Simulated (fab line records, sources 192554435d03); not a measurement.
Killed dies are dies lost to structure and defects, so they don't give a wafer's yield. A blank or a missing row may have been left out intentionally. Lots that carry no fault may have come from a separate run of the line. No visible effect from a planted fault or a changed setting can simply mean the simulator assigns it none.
Chamber matching / flow n5 finfet / 4 sister chambers for N5_GATE_CUT_CMP_23 on cmp-02
The step polishes, stops on SiO2, t overpolish 23.4 s, target thk 16 nm. 14 wafers are shown with their chamber, then 7 later ones without.

== EACH WAFER AND ITS CHAMBER ==
wafer=L075.3; chamber=0; motor current A (A)=8.8; time to endpoint s (s)=21.2; overpolish run s (s)=23.414
wafer=L075.4; chamber=2; motor current A (A)=9.8; time to endpoint s (s)=18.9; overpolish run s (s)=23.402
wafer=L075.6; chamber=2; motor current A (A)=9.7; time to endpoint s (s)=17.2; overpolish run s (s)=23.396
wafer=L079.3; chamber=3; motor current A (A)=10.2; time to endpoint s (s)=15.1; overpolish run s (s)=23.412
wafer=L079.4; chamber=2; motor current A (A)=9.3; time to endpoint s (s)=16.3; overpolish run s (s)=23.390
wafer=L079.6; chamber=3; motor current A (A)=10.6; time to endpoint s (s)=16.0; overpolish run s (s)=23.404
wafer=L081.1; chamber=2; motor current A (A)=9.7; time to endpoint s (s)=17.9; overpolish run s (s)=23.408
wafer=L081.2; chamber=1; motor current A (A)=8.5; time to endpoint s (s)=17.0; overpolish run s (s)=23.407
wafer=L081.5; chamber=0; motor current A (A)=9.3; time to endpoint s (s)=19.8; overpolish run s (s)=23.390
wafer=L086.1; chamber=0; motor current A (A)=8.8; time to endpoint s (s)=18.8; overpolish run s (s)=23.410
wafer=L086.2; chamber=1; motor current A (A)=8.7; time to endpoint s (s)=17.1; overpolish run s (s)=23.418
wafer=L086.4; chamber=3; motor current A (A)=10.6; time to endpoint s (s)=17.2; overpolish run s (s)=23.399
wafer=L087.1; chamber=2; motor current A (A)=9.7; time to endpoint s (s)=17.3; overpolish run s (s)=23.412
wafer=L087.2; chamber=3; motor current A (A)=10.3; time to endpoint s (s)=15.4; overpolish run s (s)=23.396

SIGNATURES, as means of the wafers listed above
reading=motor current A; chamber 0=8.967; chamber 1=8.600; chamber 2=9.640; chamber 3=10.425; scatter within a chamber=0.216
reading=time to endpoint s; chamber 0=19.933; chamber 1=17.050; chamber 2=17.520; chamber 3=15.925; scatter within a chamber=0.958
reading=overpolish run s; chamber 0=23.40467; chamber 1=23.41250; chamber 2=23.40160; chamber 3=23.40275; scatter within a chamber=0.00924
Rule: distance of a wafer from a chamber = root of the sum over the readings of ((wafer's reading minus chamber's mean) / reading's scatter) squared. The wafer belongs to the nearest chamber; if the next one is less than 2 further off, it can't be placed. The scatter: the root of (the sum of the squares of (reading less its chamber's mean) over the shown wafers, divided by (wafers less chambers)).

== WAFERS WITH NO CHAMBER GIVEN ==
wafer=L087.6; motor current A (A)=9.0; time to endpoint s (s)=18.5; overpolish run s (s)=23.411
wafer=L088.2; motor current A (A)=9.2; time to endpoint s (s)=16.1; overpolish run s (s)=23.399
wafer=L088.5; motor current A (A)=8.8; time to endpoint s (s)=15.6; overpolish run s (s)=23.399
wafer=L088.6; motor current A (A)=8.6; time to endpoint s (s)=17.5; overpolish run s (s)=23.397
wafer=L091.1; motor current A (A)=9.4; time to endpoint s (s)=18.7; overpolish run s (s)=23.393
wafer=L091.3; motor current A (A)=9.2; time to endpoint s (s)=20.1; overpolish run s (s)=23.392
wafer=L091.4; motor current A (A)=10.6; time to endpoint s (s)=20.4; overpolish run s (s)=23.403

== WHICH CHAMBER EACH WENT THROUGH ==
wafer=L087.6; from the rows above=can't be placed: 0 or 1 or 2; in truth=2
wafer=L088.2; from the rows above=can't be placed: 2 or 1 or 0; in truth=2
wafer=L088.5; from the rows above=1; in truth=1
wafer=L088.6; from the rows above=can't be placed: 1 or 0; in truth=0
wafer=L091.1; from the rows above=can't be placed: 2 or 0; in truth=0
wafer=L091.3; from the rows above=can't be placed: 0 or 2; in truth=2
wafer=L091.4; from the rows above=can't be placed: 3 or 2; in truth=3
1 of 7 placed correctly. Not placeable from these rows: 6 (in 6, the candidates include the true chamber). 0 placed wrongly.
